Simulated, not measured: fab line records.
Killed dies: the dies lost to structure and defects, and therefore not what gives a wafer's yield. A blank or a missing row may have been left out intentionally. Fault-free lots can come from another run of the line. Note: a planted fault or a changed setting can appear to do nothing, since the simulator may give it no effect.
Which tool did it? || flow nand-harc || Sampling: 15 lots, 45 wafers, 2 of 1159 route steps

WHAT EACH GAUGE READ, for each wafer
NHARC_P_GATE_CD_MEAS_26: the cd target is 120 nm.
{"lot": "L850", "measured": "day 4 14:22", "on": "cd-sem-03", "cd-nm (nm)": "119.3 120.0 119.4"}
{"lot": "L851", "measured": "day 4 22:39", "on": "cd-sem-02", "cd-nm (nm)": "120.2 120.5 120.3"}
{"lot": "L852", "measured": "day 5 07:20", "on": "cd-sem-02", "cd-nm (nm)": "119.1 119.1 118.9"}
{"lot": "L853", "measured": "day 5 08:14", "on": "cd-sem-02", "cd-nm (nm)": "119.8 119.9 120.8"}
{"lot": "L855", "measured": "day 5 21:41", "on": "cd-sem-03", "cd-nm (nm)": "118.4 120.2 120.1"}
{"lot": "L854", "measured": "day 5 21:50", "on": "cd-sem-01", "cd-nm (nm)": "119.0 120.0 119.6"}
{"lot": "L857", "measured": "day 6 15:26", "on": "cd-sem-01", "cd-nm (nm)": "120.2 120.0 120.3"}
{"lot": "L856", "measured": "day 6 16:05", "on": "cd-sem-03", "cd-nm (nm)": "120.6 119.6 120.3"}
{"lot": "L860", "measured": "day 7 09:28", "on": "cd-sem-03", "cd-nm (nm)": "120.1 119.8 119.4"}
{"lot": "L863", "measured": "day 8 00:26", "on": "cd-sem-02", "cd-nm (nm)": "119.8 120.9 120.8"}
{"lot": "L864", "measured": "day 8 06:11", "on": "cd-sem-01", "cd-nm (nm)": "120.2 120.7 119.9"}
{"lot": "L865", "measured": "day 8 06:52", "on": "cd-sem-01", "cd-nm (nm)": "120.3 120.1 119.4"}
{"lot": "L866", "measured": "day 8 14:31", "on": "cd-sem-02", "cd-nm (nm)": "119.7 120.2 120.2"}
{"lot": "L869", "measured": "day 9 05:21", "on": "cd-sem-02", "cd-nm (nm)": "120.5 120.8 120.0"}
{"lot": "L873", "measured": "day 10 05:28", "on": "cd-sem-03", "cd-nm (nm)": "120.4 120.4 119.8"}

NHARC_P_GATE_OVL_MEAS_27.
{"lot": "L850", "measured": "day 4 14:27", "on": "overlay-01", "overlay-x-nm (nm)": "0.3 0.1 0.2", "overlay-y-nm (nm)": "-0.9 -0.8 -1.2"}
{"lot": "L851", "measured": "day 4 22:44", "on": "overlay-01", "overlay-x-nm (nm)": "0.8 0.7 0.1", "overlay-y-nm (nm)": "-0.8 -0.9 -1.5"}
{"lot": "L852", "measured": "day 5 07:25", "on": "overlay-01", "overlay-x-nm (nm)": "1.2 1.3 0.9", "overlay-y-nm (nm)": "0.8 0.4 0.6"}
{"lot": "L853", "measured": "day 5 08:20", "on": "overlay-01", "overlay-x-nm (nm)": "-0.5 -0.3 0.0", "overlay-y-nm (nm)": "-0.4 -0.3 -0.2"}
{"lot": "L855", "measured": "day 5 21:47", "on": "overlay-02", "overlay-x-nm (nm)": "-1.2 -1.1 -1.4", "overlay-y-nm (nm)": "-1.1 -1.0 -1.4"}
{"lot": "L854", "measured": "day 5 21:56", "on": "overlay-01", "overlay-x-nm (nm)": "0.9 0.6 0.5", "overlay-y-nm (nm)": "1.4 0.8 0.8"}
{"lot": "L857", "measured": "day 6 15:32", "on": "overlay-01", "overlay-x-nm (nm)": "-0.8 -0.4 0.1", "overlay-y-nm (nm)": "-1.0 0.0 -0.6"}
{"lot": "L856", "measured": "day 6 16:10", "on": "overlay-01", "overlay-x-nm (nm)": "1.5 1.0 0.7", "overlay-y-nm (nm)": "0.4 -0.3 -0.4"}
{"lot": "L860", "measured": "day 7 09:33", "on": "overlay-02", "overlay-x-nm (nm)": "0.5 0.3 0.4", "overlay-y-nm (nm)": "-0.5 0.2 -0.4"}
{"lot": "L863", "measured": "day 8 00:31", "on": "overlay-01", "overlay-x-nm (nm)": "-1.2 -0.7 -0.9", "overlay-y-nm (nm)": "-0.3 -0.1 -0.4"}
{"lot": "L864", "measured": "day 8 06:16", "on": "overlay-02", "overlay-x-nm (nm)": "-0.7 -0.7 -0.6", "overlay-y-nm (nm)": "1.6 1.8 1.4"}
{"lot": "L865", "measured": "day 8 06:57", "on": "overlay-01", "overlay-x-nm (nm)": "0.2 -0.3 0.0", "overlay-y-nm (nm)": "-0.1 -0.1 -0.2"}
{"lot": "L866", "measured": "day 8 14:36", "on": "overlay-02", "overlay-x-nm (nm)": "0.2 0.5 0.9", "overlay-y-nm (nm)": "-0.7 -0.6 -1.4"}
{"lot": "L869", "measured": "day 9 05:26", "on": "overlay-02", "overlay-x-nm (nm)": "-0.5 0.0 0.2", "overlay-y-nm (nm)": "-0.5 0.0 -0.2"}
{"lot": "L873", "measured": "day 10 05:33", "on": "overlay-02", "overlay-x-nm (nm)": "0.4 0.0 -0.2", "overlay-y-nm (nm)": "-2.2 -2.1 -1.3"}

WHICH TOOL RAN EACH LOT (tool, then ch and the chambers of the sampled wafers, then the start)
The record shows no process step preceding these readings.

AS READ BY THE TOOLS THEMSELVES (means over the sampled wafers that have a number; for cases with no such wafer, the mark the record gives instead)
The record holds no such reading with a usual standard deviation.

THE ANSWER, worked out from the rows above alone
Rule: the usual values come from the lots themselves. Put in order of their means at a reading, lots are off if they are a third of the lots or fewer, leave a main group of 4 or more, and stand apart from it by a gap of 3 or more times the standard deviation of the main group's means; of several such gaps the widest counts. If all means in a main group match to the digits the tables above print for the reading, that group is not used. A lot without any number at a reading at which 4 lots or more have one is off too. The other lots that the step has rows for count as sound. Order of review: gauges by route order, followed by the tools' own readings, for which a lot's mean as printed above is used. The first step at which some lot is off is used, and at that step the reading that is off furthest; a lot without a number counts as furthest.
None of the lots is off at any reading shown; this tells nothing.

WHAT THE SIMULATOR PUT IN
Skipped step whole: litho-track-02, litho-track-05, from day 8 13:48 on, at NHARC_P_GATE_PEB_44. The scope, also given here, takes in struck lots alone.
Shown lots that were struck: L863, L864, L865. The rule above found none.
